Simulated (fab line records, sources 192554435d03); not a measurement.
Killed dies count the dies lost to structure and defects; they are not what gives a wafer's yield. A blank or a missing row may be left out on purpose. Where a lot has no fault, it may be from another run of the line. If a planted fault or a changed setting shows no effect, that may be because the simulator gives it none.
One fault through the eyes of 3 desks + flow n5 finfet + each desk holds nothing but its own numbers, with what lay behind them at the end

## THE METROLOGY DESK
What the gauges read, lot by lot, whatever tool the lot ran on: means of the sampled wafers that have a number. The brackets show how far a lot's mean lies from the usual mean; more than 4 standard deviations puts the lot out of limits, marked OUT. It has 12 readings; the 7 that lie furthest out on some lot are the ones shown.
Columns: A = cd nm at N5_MOL_CONTACT_COAG_CD_MEAS_40, usual 25.10 nm; B = VD_OVL at N5_MOL_CONTACT_COAG_OVL_MEAS_41, usual 0.0 nm; C = DIBL_P at N5_BEOL_M4_RC_MEAS_101, usual 36.4 mV/V; D = IOFF_P at N5_BEOL_M4_RC_MEAS_101, usual 0.21 nA/um; E = SS_N at N5_BEOL_M4_RC_MEAS_101, usual 71.5 mV/dec; F = SS_P at N5_BEOL_M4_RC_MEAS_101, usual 73.2 mV/dec; G = VT_P at N5_BEOL_M4_RC_MEAS_101, usual -250 mV
| lot  | first seen here | A     | B    | C    | D    | E    | F    | G    |
|------|-----------------|-------|------|------|------|------|------|------|
| L650 | day 5 09:13     | 25.34 | -0.1 | 35.9 | 0.21 | 71.2 | 72.9 | -249 |
| L651 | day 5 16:56     | 24.97 | 0.3  | 37.8 | 0.25 | 71.9 | 74.1 | -251 |
| L653 | day 6 13:53     | 25.31 | -0.1 | 38.3 | 0.21 | 71.5 | 73.4 | -252 |
| L654 | day 6 14:50     | 25.60 | -0.7 | 35.7 | 0.18 | 71.3 | 72.8 | -254 |
| L660 | day 7 20:50     | 24.81 | -0.7 | 37.1 | 0.19 | 71.1 | 73.5 | -251 |
| L672 | day 11 00:15    | 25.00 | -0.6 | 36.3 | 0.23 | 71.5 | 73.5 | -248 |
This desk's finding: nothing out of limits on any of the 6 lots.

## THE DEFECT DESK
Lot by lot, what the route's inspections counted, given as the mean of those sampled wafers with a number. The brackets show how far a lot's mean lies from the usual mean; more than 4 standard deviations puts the lot out of limits, marked OUT.
Columns: A = raw defect count at N5_MOL_CONTACT_COAG_INSPECT_42, usual 214
| lot  | first seen here | A   |
|------|-----------------|-----|
| L650 | day 5 09:19     | 207 |
| L651 | day 5 17:02     | 173 |
| L653 | day 6 13:59     | 200 |
| L654 | day 6 14:55     | 233 |
| L660 | day 7 20:55     | 219 |
| L672 | day 11 00:20    | 328 |
This desk's finding: nothing out of limits on any of the 6 lots.

## AT THE TOOL OWNER'S DESK: rie diel-02
The tool's own readings at N5_MOL_CONTACT_COAG_ETCH_67 (etches SOC in N2/H2, target depth 60 nm, overetch 21 nm, time 101.2 s): means of the sampled wafers that have a number, for each lot that ran on this tool. The brackets show how far a lot's mean lies from the usual mean; more than 4 standard deviations puts the lot out of limits, marked OUT.
Columns: A = drypump motor current A at N5_MOL_CONTACT_COAG_ETCH_67, usual 5.7 A; B = oes product au at N5_MOL_CONTACT_COAG_ETCH_67, usual 0.65 a.u.; C = rf fwd power W at N5_MOL_CONTACT_COAG_ETCH_67, usual 835.1 W; D = rf vpp V at N5_MOL_CONTACT_COAG_ETCH_67, usual 523.8 V; E = showerhead plenum p Torr at N5_MOL_CONTACT_COAG_ETCH_67, usual 2.54 Torr; F = throttle valve pct at N5_MOL_CONTACT_COAG_ETCH_67, usual 17.9 %
| lot  | first seen here | A   | B    | C                | D               | E    | F    |
|------|-----------------|-----|------|------------------|-----------------|------|------|
| L651 | day 5 17:27     | 6.1 | 0.64 | 834.9            | 526.2           | 2.61 | 17.8 |
| L653 | day 6 14:22     | 5.7 | 0.62 | 1038.0 (+72) OUT | 489.7 (-17) OUT | 2.63 | 18.0 |
| L654 | day 6 15:28     | 5.5 | 0.62 | 1035.2 (+71) OUT | 489.2 (-17) OUT | 2.60 | 18.1 |
This desk finds L653, L654 out of limits, L653 being first, at day 6 14:22 (rf fwd power W at N5_MOL_CONTACT_COAG_ETCH_67). L651 stayed within limits.

## PUT TOGETHER
An alarm could have come from the tool owner's desk at day 6 14:22, on L653, L654.
Metrology desk: nothing out of limits seen.
No out-of-limits result turned up at the defect desk.
The metrology desk holds a record of L653, L654, inside its limits.
The defect desk has L653, L654 on record, within its limits.
All the named lots went through N5_MOL_CONTACT_COAG_ETCH_67 on rie diel-02.

## WHAT THE SIMULATOR PUT IN
Process parameter drift: rie diel-02, from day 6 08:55 on, at N5_MOL_CONTACT_COAG_ETCH_67. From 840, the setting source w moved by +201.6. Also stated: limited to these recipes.
Struck lots among those shown: L653, L654.
Delay in hours, fault start to first out-of-limits reading, by desk: the tool owner's desk at 5.
